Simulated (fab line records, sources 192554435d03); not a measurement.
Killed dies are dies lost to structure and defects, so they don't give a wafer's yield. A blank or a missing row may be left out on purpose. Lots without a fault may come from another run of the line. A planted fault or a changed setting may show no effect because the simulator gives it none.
fab line records | flow n5_finfet
record lots=24 wafers=72 last_day=19
route steps=1938 shown BEOL_M2@911 BEOL_M3@972
lots that met no fault: from a run of the same line without faults
start_h: hours from the record's first day to the start of the lot's first wafer shown | wait_h: hours since the lot's step before | " the same as in the row above | L1.1+2: a row that stands for several wafers | - no value, or no start given | * or withheld: withheld | < > ~ a bound
route shown NAME@n: a module of which the file shows steps, and the number in the route of the first | usual: mean/standard deviation of fault-free wafers | same: alike in all rows | chamber/n: place in a boat | sites: the reading at each site | _std_site: their standard deviation | _edge_site: outer sites' mean less inner sites' | radius_mm: how far each site lies from the wafer's centre | mask NAME#n: copy n | behind: the tool/chamber that last shaped the wafer | hold: why the lot was held/for how many hours/how that ended | device: the transistor (n, p or np) that didn't switch | end of line: the same wafers' tests at the end of the route | a step without rows: its recipe alone | killed: dies lost to structure and defects at the first sort, not the wafer's yield | map: a wafer's dies, x killed, . not, _ none there
set.NAME: the setting as run; set.NAME@STEP: as run at that earlier step | model.NAME: the simulator's own value behind a step, which no gauge read
steps of the route over a sample of lots; a table a step, a row a wafer
services: from which hour (start_h, from the record's first day; less than 0 if before it) a tool's chamber was out of use, for how many hours, and why
## steps
# step N5_BEOL_M2_ANNEAL_87
# recipe temp_c=400 time_s=240 ambient=vacuum
# usual heater_power_w=855/120 susceptor_temp_C_max=400.8/0.33
# columns lot.wafer tool chamber start_h wait_h heater_power_w susceptor_temp_C_max
L074.2 pvd_sputter-01 - 168.05 0.0 774 400.4
L074.4 " - " " 748 400.6
L074.5 " - " " 854 400.4
L075.1 pvd_sputter-03 - 172.87 0.0 811 400.8
L075.3 " - " " 910 400.5
L075.5 " - " " 790 401.1
L078.1 pvd_sputter-01 - 173.27 0.0 753 400.3
L078.2 " - " " 905 401.0
L078.6 " - " " 1155 401.1
L076.1 pvd_sputter-02 - 173.38 0.0 699 400.7
L076.2 " - " " 878 401.4
L076.6 " - " " 759 400.7
L077.2 pvd_sputter-03 - 176.77 0.0 878 401.0
L077.3 " - " " 793 400.6
L077.4 " - " " 741 401.0
L080.1 pvd_sputter-01 - 177.48 0.0 1131 401.2
L080.2 " - " " 872 400.3
L080.6 " - " " 879 401.1
L079.3 pvd_sputter-03 - 178.61 0.0 784 401.0
L079.4 " - " " 900 401.2
L079.6 " - " " 877 400.7
L081.2 pvd_sputter-02 - 179.96 0.0 996 400.8
L081.3 " - " " 773 400.8
L081.5 " - " " 996 400.8
L082.2 pvd_sputter-02 - 189.78 0.0 987 401.9
L082.5 " - " " 766 400.6
L082.6 " - " " 887 400.4
L083.1 pvd_sputter-02 - 195.94 0.0 877 400.8
L083.2 " - " " 1008 401.0
L083.3 " - " " 752 400.8
L084.1 pvd_sputter-01 - 206.39 0.0 1138 400.5
L084.3 " - " " 873 400.0
L084.6 " - " " 777 400.7
L085.1 pvd_sputter-03 - 218.00 0.0 747 400.6
L085.2 " - " " 901 400.6
L085.6 " - " " 776 400.8
L086.4 pvd_sputter-02 - 224.00 0.0 688 401.1
L086.5 " - " " 908 400.5
L086.6 " - " " 1010 401.1
L088.2 pvd_sputter-03 - 236.70 0.0 800 401.0
L088.3 " - " " 767 401.1
L088.6 " - " " 814 400.6
L087.1 pvd_sputter-02 - 240.06 0.0 902 401.1
L087.3 " - " " 986 401.3
L087.5 " - " " 777 400.7
L089.3 pvd_sputter-01 - 240.11 0.0 1112 401.2
L089.4 " - " " 769 400.3
L089.6 " - " " 875 400.5
L090.1 pvd_sputter-02 - 242.12 0.0 895 401.2
L090.4 " - " " 698 400.7
L090.6 " - " " 700 400.7
L092.1 pvd_sputter-01 - 244.01 0.0 847 400.4
L092.4 " - " " 847 400.4
L092.5 " - " " 774 400.0
L091.1 pvd_sputter-02 - 245.38 0.0 700 401.0
L091.3 " - " " 1013 401.1
L091.4 " - " " 754 400.9
L093.1 pvd_sputter-03 - 254.60 0.0 769 401.3
L093.4 " - " " 904 400.5
L093.5 " - " " 747 401.1
L094.2 pvd_sputter-01 - 257.92 0.0 1127 401.4
L094.5 " - " " 840 400.8
L094.6 " - " " 1157 401.0
L096.4 pvd_sputter-02 - 270.41 0.0 698 401.2
L096.5 " - " " 713 401.0
L096.6 " - " " 1007 401.7
L095.1 pvd_sputter-02 - 283.83 0.0 977 400.9
L095.3 " - " " 709 400.5
L095.4 " - " " 760 401.2
L097.1 pvd_sputter-01 - 295.14 0.0 871 400.7
L097.2 " - " " 771 400.6
L097.5 " - " " 1112 401.0
# step N5_BEOL_M2_ANNEAL_93
# recipe temp_c=400 time_s=240 ambient=vacuum
# usual heater_power_w=855/120 susceptor_temp_C_max=400.8/0.41
# columns lot.wafer tool chamber start_h wait_h heater_power_w susceptor_temp_C_max
L074.2 pvd_sputter-01 - 168.71 0.0 761 400.4
L074.4 " - " " 767 400.4
L074.5 " - " " 857 400.7
L075.1 pvd_sputter-03 - 173.53 0.0 765 401.3
L075.3 " - " " 904 400.6
L075.5 " - " " 787 400.9
L078.1 pvd_sputter-01 - 173.93 0.0 768 400.5
L078.2 " - " " 878 400.8
L078.6 " - " " 1132 401.0
L076.1 pvd_sputter-02 - 174.04 0.0 680 400.3
L076.2 " - " " 904 400.9
L076.6 " - " " 763 401.1
L077.2 pvd_sputter-03 - 177.43 0.0 894 400.7
L077.3 " - " " 802 400.3
L077.4 " - " " 751 400.4
L080.1 pvd_sputter-01 - 178.14 0.0 1126 402.2
L080.2 " - " " 873 400.3
L080.6 " - " " 896 401.4
L079.3 pvd_sputter-03 - 179.27 0.0 794 401.6
L079.4 " - " " 860 400.5
L079.6 " - " " 882 401.2
L081.2 pvd_sputter-02 - 180.62 0.0 1022 400.9
L081.3 " - " " 769 401.0
L081.5 " - " " 1002 400.9
L082.2 pvd_sputter-02 - 190.44 0.0 1001 400.9
L082.5 " - " " 774 400.5
L082.6 " - " " 908 401.0
L083.1 pvd_sputter-02 - 196.60 0.0 888 400.8
L083.2 " - " " 1009 401.3
L083.3 " - " " 756 401.1
L084.1 pvd_sputter-01 - 207.05 0.0 1135 400.7
L084.3 " - " " 851 400.1
L084.6 " - " " 760 400.5
L085.1 pvd_sputter-03 - 218.66 0.0 754 400.7
L085.2 " - " " 881 400.9
L085.6 " - " " 793 401.0
L086.4 pvd_sputter-02 - 224.66 0.0 697 400.6
L086.5 " - " " 913 401.2
L086.6 " - " " 1004 400.8
L088.2 pvd_sputter-03 - 237.36 0.0 801 401.2
L088.3 " - " " 754 400.7
L088.6 " - " " 780 400.8
L087.1 pvd_sputter-02 - 240.72 0.0 873 400.9
L087.3 " - " " 1028 401.5
L087.5 " - " " 793 401.2
L089.3 pvd_sputter-01 - 240.77 0.0 1123 401.0
L089.4 " - " " 773 400.8
L089.6 " - " " 887 400.6
L090.1 pvd_sputter-02 - 242.78 0.0 888 401.0
L090.4 " - " " 707 400.1
L090.6 " - " " 695 400.7
L092.1 pvd_sputter-01 - 244.67 0.0 874 400.3
L092.4 " - " " 903 401.3
L092.5 " - " " 780 400.0
L091.1 pvd_sputter-02 - 246.04 0.0 706 401.1
L091.3 " - " " 1004 401.7
L091.4 " - " " 751 400.8
L093.1 pvd_sputter-03 - 255.26 0.0 750 400.8
L093.4 " - " " 886 400.7
L093.5 " - " " 758 401.1
L094.2 pvd_sputter-01 - 258.58 0.0 1117 401.5
L094.5 " - " " 870 400.2
L094.6 " - " " 1103 401.4
L096.4 pvd_sputter-02 - 271.07 0.0 704 401.2
L096.5 " - " " 696 400.8
L096.6 " - " " 1010 401.4
L095.1 pvd_sputter-02 - 284.49 0.0 1001 401.1
L095.3 " - " " 692 400.5
L095.4 " - " " 788 400.6
L097.1 pvd_sputter-01 - 295.80 0.0 892 401.1
L097.2 " - " " 758 400.6
L097.5 " - " " 1126 401.2
# step N5_BEOL_M3_ALD_98
# recipe material=SiO2 target_thk_a=25 temp_c=100 ald_precursor_family=BDEAS ald_co_reactant=O2-plasma pulse_time_s=1 co_reactant_pulse_time_s=1 purge_time_s=2 co_reactant_purge_time_s=2 ald_cycles=17 pressure_torr=2
# usual heater_power_outer_w=42/4.8 heater_power_w=79/7.9 precursor_pulse_height_rel=1.001/0.019
# same purge_time_s=2
# columns lot.wafer tool chamber start_h wait_h heater_power_outer_w heater_power_w precursor_pulse_height_rel
L074.2 ald_sin-04 3 172.77 0.1 44 82 0.989
L074.4 " 2 " " 46 85 0.987
L074.5 " 0 " " 41 79 1.026
L075.1 ald_sin-04 2 177.28 0.1 46 85 1.014
L075.3 " 3 " " 46 85 1.006
L075.5 " 1 " " 44 79 0.988
L078.1 ald_sin-04 1 177.49 0.1 44 78 0.996
L078.2 " 0 " " 40 82 0.991
L078.6 " 1 " " 42 81 0.990
L076.1 ald_sin-04 3 178.23 0.5 45 83 1.016
L076.2 " 1 " " 43 80 1.005
L076.6 " 1 " " 44 80 0.991
L077.2 ald_sin-04 2 182.81 0.1 45 84 0.995
L077.3 " 0 " " 41 81 0.982
L077.4 " 1 " " 43 80 1.042
L080.1 ald_sin-04 0 183.21 0.2 42 78 0.998
L080.2 " 1 " " 43 78 1.028
L080.6 " 1 " " 42 79 0.997
L079.3 ald_sin-04 3 183.70 0.5 45 82 1.014
L079.4 " 0 " " 42 79 1.017
L079.6 " 3 " " 43 85 0.991
L081.2 ald_sin-04 2 183.95 0.1 46 85 0.965
L081.3 " 1 " " 44 78 1.017
L081.5 " 0 " " 41 78 1.025
L082.2 ald_sin-03 0 196.14 0.5 44 92 0.984
L082.5 " 1 " " 36 72 0.987
L082.6 " 0 " " 46 91 1.007
L083.1 ald_sin-03 2 201.28 0.1 48 87 1.010
L083.2 " 3 " " 39 78 1.016
L083.3 " 0 " " 45 90 0.984
L084.1 ald_sin-01 0 212.83 0.1 32 66 0.974
L084.3 " 3 " " 30 59 0.968
L084.6 " 3 " " 31 58 1.000
L085.1 ald_sin-01 2 224.35 0.8 41 75 0.983
L085.2 " 1 " " 44 78 0.993
L085.6 " 1 " " 43 79 0.985
L086.4 ald_sin-03 3 229.50 0.1 39 76 1.014
L086.5 " 0 " " 47 87 1.015
L086.6 " 1 " " 37 72 0.974
L088.2 ald_sin-03 0 241.26 0.4 45 88 1.015
L088.3 " 1 " " 36 72 1.024
L088.6 " 3 " " 38 76 1.007
L087.1 ald_sin-04 0 244.32 0.1 42 81 1.010
L087.3 " 2 " " 48 85 1.003
L087.5 " 0 " " 41 79 0.986
L089.3 ald_sin-04 2 244.86 0.1 46 87 1.009
L089.4 " 2 " " 46 82 1.012
L089.6 " 0 " " 41 79 0.981
L090.1 ald_sin-01 2 247.39 0.1 41 76 0.986
L090.4 " 3 " " 30 60 1.011
L090.6 " 0 " " 32 67 0.975
L092.1 ald_sin-01 1 248.88 0.5 43 77 1.020
L092.4 " 3 " " 30 59 1.004
L092.5 " 0 " " 33 66 1.040
L091.1 ald_sin-03 1 251.07 0.2 36 70 0.982
L091.3 " 3 " " 40 79 1.003
L091.4 " 2 " " 48 89 1.013
L093.1 ald_sin-04 0 260.94 0.1 42 79 0.993
L093.4 " 3 " " 45 85 0.997
L093.5 " 1 " " 43 79 0.999
L094.2 ald_sin-03 1 264.91 0.1 35 72 0.984
L094.5 " 2 " " 48 91 0.962
L094.6 " 1 " " 36 71 1.023
L096.4 ald_sin-01 3 274.82 0.1 31 58 0.984
L096.5 " 3 " " 30 60 1.003
L096.6 " 2 " " 41 79 0.984
L095.1 ald_sin-03 3 288.57 0.1 39 77 1.026
L095.3 " 2 " " 46 89 1.018
L095.4 " 0 " " 45 91 1.005
L097.1 ald_sin-03 3 299.33 0.2 40 75 0.989
L097.2 " 1 " " 37 71 0.965
L097.5 " 0 " " 46 89 0.975
# step N5_BEOL_M3_VIA_ETCH_34
# recipe chemistry=C4F6/O2 target_depth_a=694 mask_material=SOC pressure_mtorr=15 ion_energy_ev=250 taper_deg=4 time_s=65.9 source_w=350 bias_w=170 Ar_flow_sccm=300 C4F6_flow_sccm=10 O2_flow_sccm=10
# usual chamber_pressure_mTorr=15.001/0.014 drypump_motor_current_A=5.6/0.44 oes_o_777_au=0.79/0.1 oes_product_au=0.79/0.098 rf_vpp_V=668/18 showerhead_plenum_p_Torr=2.88/0.09 throttle_valve_pct=30.8/0.35
# columns lot.wafer tool chamber start_h wait_h chamber_pressure_mTorr drypump_motor_current_A oes_o_777_au oes_product_au rf_hours_counter_h rf_vpp_V showerhead_plenum_p_Torr throttle_valve_pct
L074.2 rie_diel-05 0 174.18 0.0 15.015 6.5 0.71 0.72 190 693 2.97 31.4
L074.4 " 1 " " 14.983 5.5 0.66 0.70 208 659 2.78 30.4
L074.5 " 2 " " 15.005 5.8 0.94 0.93 - 648 2.77 30.3
L075.1 rie_diel-02 3 177.76 0.0 14.998 5.4 0.87 0.89 31 674 3.00 30.5
L075.3 " 2 " " 15.005 5.6 0.72 0.69 242 652 2.82 31.3
L075.5 " 0 " " 14.982 6.0 0.72 0.73 - 680 2.83 31.1
L078.1 rie_diel-02 0 181.15 0.0 15.006 6.1 0.70 0.71 187 681 2.83 31.1
L078.2 " 3 " " 14.986 5.4 0.87 0.88 32 673 3.00 30.4
L078.6 " 1 " " 14.987 5.8 0.74 0.71 - 657 2.95 31.0
L076.1 rie_diel-05 1 181.21 0.0 14.995 5.6 0.66 0.69 211 660 2.78 30.4
L076.2 " 0 " " 15.047 6.4 0.70 0.72 193 694 2.97 31.5
L076.6 " 0 " " 15.025 6.5 0.71 0.72 - 693 2.97 31.5
L077.2 rie_diel-02 3 183.85 0.0 14.988 5.4 0.87 0.88 33 673 3.00 30.5
L077.3 " 1 " " 14.984 5.9 0.73 0.71 181 660 2.95 31.0
L077.4 " 2 " " 15.006 5.6 0.72 0.69 245 653 2.81 31.2
L080.1 rie_diel-04 1 183.88 0.0 14.992 6.2 0.69 0.68 234 682 2.73 31.3
L080.2 " 2 " " 15.001 4.9 0.85 0.81 88 634 2.88 30.5
L080.6 " 1 " " 15.007 6.2 0.69 0.68 - 683 2.73 31.3
L079.3 rie_diel-05 0 184.06 0.0 15.017 6.4 0.71 0.71 194 693 2.97 31.4
L079.4 " 1 " " 15.020 5.5 0.66 0.68 211 661 2.78 30.4
L079.6 " 3 " " 15.012 5.3 0.71 0.68 - 656 2.76 30.7
L081.2 rie_diel-04 0 187.63 0.0 14.999 5.3 0.97 0.94 13 703 3.01 30.4
L081.3 " 3 " " 14.999 5.0 0.81 0.90 30 680 2.93 30.6
L081.5 " 3 " " 14.971 5.0 0.82 0.88 - 680 2.93 30.6
L083.1 rie_diel-02 0 207.14 0.0 15.003 6.0 0.71 0.72 195 679 2.82 31.1
L083.2 " 3 " " 15.015 5.4 0.85 0.87 40 673 2.99 30.4
L083.3 " 1 " " 15.000 5.8 0.73 0.71 187 661 2.95 31.0
L082.2 rie_diel-05 1 207.28 0.0 15.011 5.5 0.66 0.68 218 659 2.78 30.4
L082.5 " 3 " " 14.991 5.3 0.71 0.68 - 656 2.76 30.7
L082.6 " 1 " " 14.984 5.5 0.66 0.67 - 658 2.78 30.4
L084.1 rie_diel-02 1 218.69 0.0 15.000 5.9 0.72 0.71 192 658 2.94 31.0
L084.3 " 0 " " 14.986 6.0 0.71 0.72 200 681 2.82 31.1
L084.6 " 0 " " 14.999 6.0 0.70 0.72 - 679 2.82 31.1
L085.1 rie_diel-02 1 231.03 0.0 15.019 5.9 0.72 0.70 195 659 2.94 31.0
L085.2 " 2 " " 15.027 5.6 1.01 0.99 1 651 2.81 30.9
L085.6 " 2 " " 15.007 5.6 1.02 1.00 - 652 2.81 30.9
L086.4 rie_diel-02 3 234.88 0.0 15.014 5.4 0.84 0.85 50 675 2.99 30.5
L086.5 " 0 " " 15.019 6.0 0.70 0.72 - 679 2.82 31.1
L086.6 " 3 " " 14.992 5.4 0.84 0.86 - 671 2.99 30.5
L088.2 rie_diel-04 1 241.51 0.0 15.034 6.2 0.69 0.68 248 681 2.73 31.3
L088.3 " 3 " " 15.012 5.0 0.79 0.86 45 679 2.92 30.6
L088.6 " 2 " " 15.034 4.9 0.83 0.80 - 633 2.87 30.5
L087.1 rie_diel-04 2 252.33 0.0 15.013 4.9 0.83 0.80 106 632 2.87 30.5
L087.3 " 3 " " 15.033 5.0 0.78 0.86 48 679 2.92 30.6
L087.5 " 2 " " 15.007 5.0 0.83 0.79 - 634 2.87 30.6
L092.1 rie_diel-02 3 252.33 0.0 14.996 5.4 0.83 0.86 55 672 2.99 30.5
L092.4 " 0 " " 15.016 6.0 0.71 0.71 - 680 2.82 31.1
L092.5 " 3 " " 14.994 5.4 0.83 0.85 - 674 2.99 30.5
L089.3 rie_diel-05 1 252.45 0.0 14.983 5.5 0.65 0.67 233 659 2.77 30.4
L089.4 " 2 " " 15.009 5.8 0.89 0.88 41 648 2.76 30.3
L089.6 " 3 " " 14.984 5.3 1.01 0.98 - 657 2.76 30.6
L090.1 rie_diel-02 2 259.12 0.0 14.990 5.7 0.99 0.95 6 653 2.81 30.9
L090.4 " 3 " " 15.000 5.4 0.83 0.83 58 673 2.99 30.5
L090.6 " 1 " " 14.996 5.9 0.72 0.69 - 659 2.94 31.1
L091.1 rie_diel-04 0 259.60 0.0 14.991 5.3 0.92 0.88 32 703 3.00 30.4
L091.3 " 3 " " 14.990 5.0 0.78 0.85 51 680 2.92 30.6
L091.4 " 3 " " 14.996 5.0 0.78 0.85 - 681 2.92 30.6
L093.1 rie_diel-05 1 266.84 0.0 15.001 5.5 0.65 0.66 237 659 2.77 30.4
L093.4 " 0 " " 14.998 6.5 0.69 0.70 218 692 2.96 31.5
L093.5 " 3 " " 14.984 5.3 0.99 0.95 - 656 2.76 30.6
L094.2 rie_diel-04 0 267.73 0.0 15.018 5.3 0.92 0.88 35 701 2.99 30.4
L094.5 " 3 " " 15.037 5.0 0.78 0.85 - 680 2.92 30.6
L094.6 " 0 " " 15.005 5.3 0.92 0.88 - 702 2.99 30.4
L096.4 rie_diel-02 1 286.19 0.0 15.014 5.9 0.71 0.70 213 658 2.93 31.1
L096.5 " 1 " " 14.991 5.9 0.71 0.69 - 658 2.93 31.1
L096.6 " 2 " " 15.017 5.7 0.96 0.95 - 651 2.81 30.9
L095.1 rie_diel-02 1 296.78 0.0 14.986 5.9 0.71 0.69 217 658 2.93 31.1
L095.3 " 3 " " 15.034 5.4 0.82 0.83 70 672 2.98 30.5
L095.4 " 2 " " 14.993 5.7 0.96 0.94 16 653 2.81 30.9
L097.1 rie_diel-04 3 305.49 0.0 15.014 5.0 0.76 0.84 68 680 2.91 30.7
L097.2 " 2 " " 15.010 5.0 0.81 0.77 126 633 2.86 30.6
L097.5 " 3 " " 14.982 5.0 0.77 0.84 - 681 2.91 30.6
# step N5_BEOL_M3_STRIP_36
# recipe chemistry=N2/H2 power_w=450 temp_c=40 pressure_mtorr=20 rf_frequency_hz=6e+07 overash_fraction=0.3 bias_power_w=7 h2_frac=0.5 n2_flow_sccm=200 h2_flow_sccm=200
# usual chamber_pressure_mTorr=20.00/0.031 drypump_motor_current_A=5.6/0.43 oes_product_au=0.79/0.096 rf_vpp_V=59.3/1.5 showerhead_plenum_p_Torr=2.58/0.082 throttle_valve_pct=23.8/0.39
# columns lot.wafer tool chamber start_h wait_h chamber_pressure_mTorr drypump_motor_current_A oes_product_au rf_hours_counter_h rf_vpp_V showerhead_plenum_p_Torr throttle_valve_pct
L074.2 rie_diel-05 0 174.24 0.0 19.99 6.5 0.70 190 59.2 2.61 24.0
L074.4 " 1 " " 20.01 5.6 0.70 208 57.8 2.54 23.9
L074.5 " 2 " " 20.04 5.8 0.91 - 56.2 2.49 23.3
L075.1 rie_diel-02 3 177.82 0.0 19.97 5.4 0.91 31 58.2 2.72 23.7
L075.3 " 2 " " 20.01 5.7 0.69 242 57.6 2.50 24.0
L075.5 " 0 " " 19.96 6.0 0.73 - 58.7 2.52 23.9
L078.1 rie_diel-02 0 181.22 0.0 20.00 6.0 0.74 187 60.3 2.52 23.9
L078.2 " 3 " " 20.00 5.4 0.90 32 58.7 2.72 23.7
L078.6 " 1 " " 20.09 5.8 0.71 - 59.5 2.65 24.2
L076.1 rie_diel-05 1 181.27 0.0 19.99 5.5 0.71 211 59.7 2.54 23.9
L076.2 " 0 " " 20.00 6.5 0.70 193 58.3 2.61 24.1
L076.6 " 0 " " 20.01 6.5 0.69 - 58.8 2.61 24.0
L077.2 rie_diel-02 3 183.91 0.0 20.00 5.3 0.89 33 59.7 2.72 23.7
L077.3 " 1 " " 20.03 5.8 0.71 181 59.0 2.65 24.2
L077.4 " 2 " " 19.97 5.7 0.68 245 59.4 2.50 24.1
L080.1 rie_diel-04 1 183.94 0.0 19.97 6.2 0.68 234 57.3 2.41 24.0
L080.2 " 2 " " 19.97 4.9 0.82 88 60.3 2.57 23.3
L080.6 " 1 " " 19.92 6.2 0.67 - 59.5 2.41 24.0
L079.3 rie_diel-05 0 184.12 0.0 20.00 6.5 0.71 194 61.0 2.61 24.0
L079.4 " 1 " " 20.00 5.5 0.70 211 60.1 2.53 23.8
L079.6 " 3 " " 19.96 5.3 0.69 - 58.8 2.52 24.2
L081.2 rie_diel-04 0 187.69 0.0 19.98 5.2 0.92 13 58.4 2.68 22.9
L081.3 " 3 " " 20.00 5.0 0.90 30 59.3 2.58 23.2
L081.5 " 3 " " 20.04 5.0 0.90 - 58.1 2.58 23.2
L083.1 rie_diel-02 0 207.20 0.0 20.02 6.0 0.73 195 62.9 2.52 23.9
L083.2 " 3 " " 20.03 5.4 0.88 40 61.4 2.71 23.7
L083.3 " 1 " " 19.97 5.9 0.71 187 58.2 2.65 24.2
L082.2 rie_diel-05 1 207.34 0.0 20.02 5.5 0.70 218 59.3 2.53 23.9
L082.5 " 3 " " 20.01 5.2 0.70 - 56.9 2.52 24.2
L082.6 " 1 " " 19.95 5.5 0.69 - 59.9 2.53 23.9
L084.1 rie_diel-02 1 218.75 0.0 19.94 5.9 0.70 192 60.5 2.65 24.3
L084.3 " 0 " " 19.98 6.1 0.72 200 61.5 2.52 23.9
L084.6 " 0 " " 19.99 6.0 0.72 - 59.8 2.51 23.9
L085.1 rie_diel-02 1 231.09 0.0 19.97 5.8 0.71 195 59.8 2.65 24.2
L085.2 " 2 " " 20.04 5.7 0.98 1 59.0 2.50 23.7
L085.6 " 2 " " 19.96 5.7 0.97 - 59.6 2.50 23.7
L086.4 rie_diel-02 3 234.94 0.0 20.01 5.4 0.86 50 60.9 2.71 23.7
L086.5 " 0 " " 20.00 6.0 0.73 - 58.1 2.51 23.9
L086.6 " 3 " " 19.98 5.4 0.86 - 59.6 2.71 23.7
L088.2 rie_diel-04 1 241.57 0.0 20.01 6.2 0.68 248 58.4 2.40 24.0
L088.3 " 3 " " 20.05 5.0 0.85 45 58.2 2.58 23.2
L088.6 " 2 " " 19.99 5.0 0.79 - 61.9 2.56 23.4
L087.1 rie_diel-04 2 252.39 0.0 19.97 4.9 0.79 106 57.5 2.56 23.4
L087.3 " 3 " " 20.06 5.0 0.86 48 59.6 2.58 23.2
L087.5 " 2 " " 20.03 4.9 0.79 - 57.3 2.56 23.4
L092.1 rie_diel-02 3 252.39 0.0 19.96 5.4 0.83 55 59.5 2.71 23.7
L092.4 " 0 " " 20.03 6.1 0.71 - 60.6 2.51 24.0
L092.5 " 3 " " 20.01 5.4 0.85 - 57.3 2.71 23.7
L089.3 rie_diel-05 1 252.51 0.0 19.99 5.5 0.69 233 58.6 2.53 23.9
L089.4 " 2 " " 19.98 5.7 0.89 41 59.2 2.48 23.3
L089.6 " 3 " " 19.96 5.2 0.97 - 60.9 2.52 24.0
L090.1 rie_diel-02 2 259.18 0.0 19.98 5.6 0.95 6 58.4 2.49 23.7
L090.4 " 3 " " 19.95 5.4 0.85 58 61.5 2.71 23.7
L090.6 " 1 " " 20.02 5.8 0.70 - 60.2 2.64 24.2
L091.1 rie_diel-04 0 259.66 0.0 20.00 5.3 0.87 32 59.3 2.67 22.9
L091.3 " 3 " " 20.00 5.0 0.85 51 63.1 2.58 23.2
L091.4 " 3 " " 20.02 5.0 0.85 - 58.1 2.58 23.2
L093.1 rie_diel-05 1 266.90 0.0 20.00 5.5 0.68 237 57.6 2.52 23.9
L093.4 " 0 " " 19.98 6.5 0.68 218 58.1 2.60 24.1
L093.5 " 3 " " 19.96 5.3 0.95 - 59.4 2.51 24.0
L094.2 rie_diel-04 0 267.79 0.0 20.00 5.3 0.88 35 59.6 2.67 22.9
L094.5 " 3 " " 20.02 5.0 0.85 - 58.7 2.57 23.2
L094.6 " 0 " " 19.93 5.3 0.88 - 59.6 2.67 23.0
L096.4 rie_diel-02 1 286.25 0.0 19.95 5.8 0.69 213 56.3 2.64 24.2
L096.5 " 1 " " 19.98 5.9 0.70 - 59.1 2.64 24.3
L096.6 " 2 " " 20.02 5.7 0.95 - 61.6 2.49 23.7
L095.1 rie_diel-02 1 296.84 0.0 20.00 5.9 0.69 217 59.4 2.64 24.2
L095.3 " 3 " " 20.03 5.4 0.83 70 57.1 2.70 23.7
L095.4 " 2 " " 20.01 5.6 0.91 16 57.2 2.49 23.7
L097.1 rie_diel-04 3 305.55 0.0 19.96 5.0 0.84 68 58.2 2.57 23.2
L097.2 " 2 " " 19.98 4.9 0.77 126 58.3 2.55 23.4
L097.5 " 3 " " 19.96 5.0 0.83 - 60.3 2.57 23.2
# step N5_BEOL_M3_SPUTTER_48
# recipe material=Cu target_thk_a=45 temp_c=-20 chamber_pressure_pa=0.07 power_w=withheld time_s=8.29
# usual throttle_valve_pct=30.3/0.98
# columns lot.wafer tool chamber start_h wait_h throttle_valve_pct
L074.2 pvd_sputter-02 - 176.12 0.1 29.7
L074.4 " - " " 31.0
L074.5 " - " " 29.9
L075.1 pvd_sputter-01 - 179.13 0.1 28.3
L075.3 " - " " 29.4
L075.5 " - " " 30.2
L078.1 pvd_sputter-01 - 182.26 0.1 29.6
L078.2 " - " " 28.7
L078.6 " - " " 29.4
L076.1 pvd_sputter-03 - 182.53 0.2 30.9
L076.2 " - " " 31.3
L076.6 " - " " 30.5
L077.2 pvd_sputter-03 - 185.11 0.1 30.7
L077.3 " - " " 32.3
L077.4 " - " " 31.0
L080.1 pvd_sputter-01 - 185.16 0.1 30.5
L080.2 " - " " 30.2
L080.6 " - " " 29.4
L079.3 pvd_sputter-03 - 186.95 1.4 30.5
L079.4 " - " " 32.1
L079.6 " - " " 30.6
L081.2 pvd_sputter-01 - 189.18 0.2 30.5
L081.3 " - " " 28.5
L081.5 " - " " 30.5
L083.1 pvd_sputter-01 - 208.43 0.1 30.3
L083.2 " - " " 29.7
L083.3 " - " " 30.2
L082.2 pvd_sputter-03 - 208.69 0.1 32.5
L082.5 " - " " 32.1
L082.6 " - " " 31.1
L084.1 pvd_sputter-01 - 220.41 0.2 28.5
L084.3 " - " " 29.5
L084.6 " - " " 30.2
L085.1 pvd_sputter-02 - 232.47 0.1 29.8
L085.2 " - " " 29.7
L085.6 " - " " 29.7
L086.4 pvd_sputter-01 - 237.41 1.4 28.2
L086.5 " - " " 30.3
L086.6 " - " " 29.5
L088.2 pvd_sputter-03 - 242.73 0.1 31.0
L088.3 " - " " 32.0
L088.6 " - " " 32.0
L092.1 pvd_sputter-01 - 253.98 0.2 30.3
L092.4 " - " " 29.2
L092.5 " - " " 30.1
L087.1 pvd_sputter-02 - 254.45 0.6 29.6
L087.3 " - " " 29.2
L087.5 " - " " 29.5
L089.3 pvd_sputter-03 - 255.78 1.5 32.1
L089.4 " - " " 30.7
L089.6 " - " " 30.8
L090.1 pvd_sputter-02 - 260.39 0.1 29.6
L090.4 " - " " 29.7
L090.6 " - " " 29.9
L091.1 pvd_sputter-03 - 262.61 0.2 30.6
L091.3 " - " " 30.8
L091.4 " - " " 31.2
L093.1 pvd_sputter-03 - 268.87 0.1 32.1
L093.4 " - " " 30.8
L093.5 " - " " 31.4
L094.2 pvd_sputter-01 - 269.09 0.1 30.5
L094.5 " - " " 30.3
L094.6 " - " " 28.5
L096.4 pvd_sputter-02 - 288.01 0.1 30.6
L096.5 " - " " 29.8
L096.6 " - " " 30.9
L095.1 pvd_sputter-02 - 299.50 1.6 29.7
L095.3 " - " " 29.4
L095.4 " - " " 31.0
L097.1 pvd_sputter-01 - 306.82 0.2 30.1
L097.2 " - " " 29.2
L097.5 " - " " 29.7
## services
# columns tool chamber start_h hours kind
ald_sin-03 3 150.42 5.6 repair
pvd_sputter-02 - 152.82 8.3 repair
ald_sin-04 2 164.94 4.4 repair
rie_diel-02 2 167.26 2.7 repair
ald_sin-03 0 168.46 15.3 repair
rie_diel-04 3 171.42 1.6 repair
ald_sin-01 1 171.53 16.3 repair
ald_sin-01 - 178.29 2.8 pm
rie_diel-04 1 190.80 1.3 repair
ald_sin-01 - 195.04 6.1 pm
rie_diel-02 2 204.99 - clean
rie_diel-02 2 204.99 - consumable_replace:focus_ring
rie_diel-02 2 204.99 19.7 scheduled_down
rie_diel-02 2 204.99 19.7 vent_cycle
ald_sin-04 3 221.86 24.5 repair
ald_sin-03 2 226.12 7.1 repair
rie_diel-05 - 229.87 0.2 repair
rie_diel-04 1 253.38 - clean
rie_diel-04 1 253.38 - consumable_replace:focus_ring
rie_diel-04 1 253.38 - consumable_replace:showerhead
rie_diel-04 1 253.38 17.5 scheduled_down
rie_diel-02 2 266.68 5.1 repair
ald_sin-04 - 268.35 14.0 pm
ald_sin-04 0 290.72 2.1 repair
## key
fault none
